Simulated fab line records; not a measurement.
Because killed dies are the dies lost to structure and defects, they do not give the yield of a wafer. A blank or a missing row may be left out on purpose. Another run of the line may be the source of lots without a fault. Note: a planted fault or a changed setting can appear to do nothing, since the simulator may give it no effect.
Which tool is to blame?    flow n5_finfet    Sampling: 10 lots, 29 wafers, 4 of 1938 route steps

## WHAT EACH GAUGE READ, for each wafer
N5_STI_FIN_REVEAL_FIN_H_MEAS_10.
lot   measured     on      trench_depth_nm (nm)
L494  day 2 18:28  ocd-01  53.2 51.1 53.0
L495  day 3 01:55  ocd-02  50.8 52.6 52.6
L498  day 3 19:25  ocd-02  51.5 51.1 52.1
L499  day 4 01:05  ocd-02  51.0 51.9 51.1
L503  day 5 04:14  ocd-01  50.7 51.9 41.0
L505  day 5 16:03  ocd-01  52.7 52.0
L513  day 7 16:35  ocd-02  52.5 51.6 52.0
L514  day 7 21:06  ocd-02  51.0 51.3 51.0
L515  day 8 04:22  ocd-02  52.9 52.4 52.9
L516  day 8 10:45  ocd-02  53.3 53.7 53.0

## TOOL THAT RAN EACH LOT (tool first, then ch and the chambers of the sampled wafers, then the start)
lot   N5_FIN_CUT_PRECLEAN_35             N5_STI_FIN_REVEAL_ALD_14          N5_STI_FIN_REVEAL_RECESS_09
L494  vapor_etch-01 ch 1, day 2 09:28    ald_sin-01 ch 2,3, day 2 09:55    vapor_etch-02 ch 0,1, day 2 15:44
L495  vapor_etch-01 ch 0,1, day 2 15:38  ald_sin-01 ch 1,2,3, day 2 16:30  vapor_etch-01 ch 0,1, day 2 23:13
L498  vapor_etch-01 ch 0, day 3 09:57    ald_sin-01 ch 0,1,2, day 3 10:24  vapor_etch-02 ch 0,1, day 3 16:34
L499  vapor_etch-01 ch 0,1, day 3 15:49  ald_sin-02 ch 0,3, day 3 16:17    vapor_etch-02 ch 0,1, day 3 22:23
L503  vapor_etch-02 ch 0,1, day 4 18:34  ald_sin-04 ch 0,2,3, day 4 19:01  vapor_etch-02 ch 0,1, day 5 01:31
L505  vapor_etch-01 ch 1, day 5 06:46    ald_sin-02 ch 2,3, day 5 07:14    vapor_etch-02 ch 0,1, day 5 13:20
L513  vapor_etch-02 ch 0,1, day 7 07:11  ald_sin-01 ch 1,3, day 7 07:43    vapor_etch-01 ch 0,1, day 7 13:33
L514  vapor_etch-02 ch 0,1, day 7 11:51  ald_sin-02 ch 0,1,3, day 7 12:20  vapor_etch-02 ch 0,1, day 7 18:17
L515  vapor_etch-01 ch 0,1, day 7 19:10  ald_sin-04 ch 0,1,2, day 7 19:41  vapor_etch-01 ch 1, day 8 01:32
L516  vapor_etch-02 ch 0,1, day 8 01:29  ald_sin-02 ch 0,1,3, day 8 02:06  vapor_etch-02 ch 0,1, day 8 07:55
- N5_FIN_CUT_PRECLEAN_35: cleans in vHF, time 13.3 s.
- N5_STI_FIN_REVEAL_ALD_14: deposits Si3N4, target thk 3 nm.
- N5_STI_FIN_REVEAL_RECESS_09: chemistry HF/NH3, target SiO2, afs cycles 11, target depth 42.5 nm, sublimation time 60 s.

## THE ANSWER, worked out from the rows above alone
Rule: the usual values come from the lots themselves. The widest of any qualifying gaps counts: lots, ordered by their means at a reading, are off when they make up no more than a third of the lots, leave a main group of 4 or more, and stand apart from it by 3 or more times the standard deviation of that group's means. If all means in a main group match to the digits the tables above print for the reading, that group is not used. Also off: a lot with no number at a reading for which 4 or more lots have one. Where the step has rows for the other lots, those lots are counted as sound.
Off at N5_STI_FIN_REVEAL_FIN_H_MEAS_10 (trench_depth_nm): L503. The main group has a mean of 52.1 nm with a standard deviation of 0.67.
If a tool, at a process step before that reading, ran all the lots that are off and no sound lot after the first of them, it fits. The gauges at N5_STI_FIN_REVEAL_FIN_H_MEAS_10 are tried like those tools. No candidate that was tried fits.

## WHAT HAD BEEN PUT IN BY THE SIMULATOR
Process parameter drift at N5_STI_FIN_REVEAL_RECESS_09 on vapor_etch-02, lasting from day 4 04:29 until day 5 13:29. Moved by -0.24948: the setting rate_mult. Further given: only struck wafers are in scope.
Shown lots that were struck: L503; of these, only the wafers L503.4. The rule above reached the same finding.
